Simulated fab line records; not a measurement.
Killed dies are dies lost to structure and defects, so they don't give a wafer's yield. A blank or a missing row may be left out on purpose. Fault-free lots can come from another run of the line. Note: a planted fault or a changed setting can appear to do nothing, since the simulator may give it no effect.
Matching of chambers | flow n5 finfet | rie diel-03 running N5_BEOL_M10_STRIP_19: 4 sister chambers
The step strips in O2. 14 wafers are shown with their chamber, then 7 later ones without.

WAFERS, EACH WITH ITS CHAMBER
wafer  | chamber | showerhead plenum p Torr (Torr) | throttle valve pct (%) | oes product au (a.u.)
L076.2 | 2       | 2.06                            | 16.32                  | 0.92
L076.4 | 0       | 2.21                            | 16.59                  | 0.84
L076.5 | 1       | 2.14                            | 16.39                  | 0.88
L077.1 | 0       | 2.21                            | 16.59                  | 0.83
L077.2 | 2       | 2.06                            | 16.31                  | 0.91
L077.6 | 1       | 2.14                            | 16.40                  | 0.88
L079.1 | 2       | 2.05                            | 16.34                  | 0.90
L079.2 | 3       | 2.08                            | 16.83                  | 0.71
L079.5 | 3       | 2.08                            | 16.83                  | 0.71
L082.1 | 1       | 2.14                            | 16.45                  | 0.86
L082.4 | 3       | 2.08                            | 16.85                  | 0.70
L082.5 | 0       | 2.20                            | 16.62                  | 0.83
L085.3 | 0       | 2.20                            | 16.63                  | 0.82
L085.4 | 1       | 2.14                            | 16.42                  | 0.86

SIGNATURES, as means of the wafers listed above
reading                  | chamber 0 | chamber 1 | chamber 2 | chamber 3 | scatter within a chamber
showerhead plenum p Torr | 2.2050    | 2.1400    | 2.0567    | 2.0800    | 0.00408
throttle valve pct       | 16.6075   | 16.4150   | 16.3233   | 16.8367   | 0.0203
oes product au           | 0.8300    | 0.8700    | 0.9100    | 0.7067    | 0.00931
Rule: for each reading, subtract the chamber's mean from the wafer's reading, divide by that reading's scatter and square the result; add these up over the readings and take the root, which gives the wafer's distance from the chamber. The wafer belongs to the nearest chamber; if the next one is less than 2 further off, it can't be placed. The scatter: take each reading less its chamber's mean, square it, sum over the shown wafers, divide by the number of wafers less the number of chambers, and take the root.

WAFERS WITHOUT THEIR CHAMBER
wafer  | showerhead plenum p Torr (Torr) | throttle valve pct (%) | oes product au (a.u.)
L085.5 | 2.20                            | 16.61                  | 0.82
L089.1 | 2.13                            | 16.46                  | 0.82
L089.2 | 2.20                            | 16.64                  | 0.80
L089.4 | 2.20                            | 16.66                  | 0.80
L097.2 | 2.13                            | 16.47                  | 0.80
L097.3 | 2.04                            | 16.42                  | 0.83
L097.4 | 2.07                            | 16.90                  | 0.69

EACH ONE'S CHAMBER
wafer  | from the rows above | in truth
L085.5 | 0                   | 0
L089.1 | 1                   | 1
L089.2 | 0                   | 0
L089.4 | 0                   | 0
L097.2 | 1                   | 1
L097.3 | 2                   | 2
L097.4 | 3                   | 3
Placed correctly: 7 of 7. Left unplaced by these rows: 0. Wrongly placed: 0.
